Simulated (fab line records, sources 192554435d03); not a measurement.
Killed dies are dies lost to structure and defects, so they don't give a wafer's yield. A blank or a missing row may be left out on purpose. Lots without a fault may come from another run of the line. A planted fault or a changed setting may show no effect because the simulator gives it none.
One fault seen from 2 desks | flow n5_finfet | each desk has only its own numbers; what lay behind them comes last

THE METROLOGY DESK
What the gauges read, lot by lot, whatever tool the lot ran on: means of the sampled wafers that have a number. A lot is out of limits, marked OUT, if its mean lies more than 4 standard deviations from the usual mean; the brackets give that distance. Of its 10 readings 7 are shown: those that lie furthest out on some lot.
Columns: A = DIBL_N at N5_BEOL_M4_RC_MEAS_101, usual 36.3 mV/V; B = IOFF_N at N5_BEOL_M4_RC_MEAS_101, usual 0.155 nA/um; C = IOFF_P at N5_BEOL_M4_RC_MEAS_101, usual 0.211 nA/um; D = ION_N at N5_BEOL_M4_RC_MEAS_101, usual 672 uA/um; E = ION_P at N5_BEOL_M4_RC_MEAS_101, usual 462 uA/um; F = VT_N at N5_BEOL_M4_RC_MEAS_101, usual 249.9 mV; G = VT_P at N5_BEOL_M4_RC_MEAS_101, usual -249.8 mV
lot  | first seen here | A    | B     | C     | D   | E   | F     | G
L551 | day 10 12:52    | 35.4 | 0.146 | 0.175 | 670 | 454 | 249.8 | -253.2
L554 | day 11 10:13    | 35.8 | 0.157 | 0.188 | 684 | 463 | 249.9 | -251.5
L555 | day 11 17:12    | 37.6 | 0.161 | 0.201 | 674 | 455 | 248.8 | -253.1
L558 | day 13 23:12    | 35.6 | 0.135 | 0.162 | 667 | 454 | 253.3 | -255.2
L570 | day 16 08:40    | 34.7 | 0.158 | 0.236 | 669 | 469 | 249.5 | -246.8
L567 | day 17 01:21    | 37.6 | 0.160 | 0.215 | 675 | 461 | 249.6 | -249.2
L569 | day 17 06:04    | 37.9 | 0.183 | 0.249 | 684 | 472 | 246.4 | -247.3
L557 | day 17 15:38    | 35.8 | 0.139 | 0.190 | 667 | 461 | 250.9 | -252.8
L571 | day 17 17:07    | 36.0 | 0.158 | 0.205 | 674 | 460 | 249.1 | -249.5
This desk's finding: nothing out of limits on any of the 9 lots.

THE TOOL OWNER'S DESK: rie_metal-03
The tool's own readings at N5_GATE_CUT_CUT_ETCH_53 (etches W in SF6/Cl2, target depth 79.2 nm): means of the sampled wafers that have a number, for each lot that ran on this tool. A lot is out of limits, marked OUT, if its mean lies more than 4 standard deviations from the usual mean; the brackets give that distance.
Columns: A = drypump_motor_current_A at N5_GATE_CUT_CUT_ETCH_53, usual 5.6 A; B = etch_rf_on_time_s at N5_GATE_CUT_CUT_ETCH_53, usual 26.3 s; C = oes_product_au at N5_GATE_CUT_CUT_ETCH_53, usual 0.66 a.u.; D = rf_fwd_power_W at N5_GATE_CUT_CUT_ETCH_53, usual 879 W; E = throttle_valve_pct at N5_GATE_CUT_CUT_ETCH_53, usual 28.91 %
lot  | first seen here | A   | B              | C    | D             | E
L554 | day 5 18:53     | 5.4 | 26.3           | 0.71 | 879           | 28.91
L555 | day 5 23:30     | 5.3 | 26.5           | 0.67 | 882           | 28.84
L557 | day 6 14:50     | 5.4 | 33.8 (+20) OUT | 0.61 | 665 (-61) OUT | 28.87
L558 | day 6 23:11     | 5.4 | 33.8 (+20) OUT | 0.61 | 670 (-60) OUT | 28.86
This desk's finding: out of limits on L557, L558; first on L557, day 6 14:50 (etch_rf_on_time_s at N5_GATE_CUT_CUT_ETCH_53). In limits: L554, L555.

PUT TOGETHER
The tool owner's desk could have raised an alarm at day 6 14:50, on L557, L558.
The metrology desk saw nothing out of limits.
The metrology desk has L557, L558 on record, within its limits.
Of the lots named, all ran N5_GATE_CUT_CUT_ETCH_53 on rie_metal-03.

WHAT THE SIMULATOR HAD PUT IN
Process parameter drift: rie_metal-03, from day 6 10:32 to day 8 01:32, at N5_GATE_CUT_CUT_ETCH_53. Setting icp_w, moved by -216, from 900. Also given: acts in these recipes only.
Lots struck among those shown: L557, L558.
Hours from the fault's start to each desk's first reading out of limits: the tool owner's desk, 4.
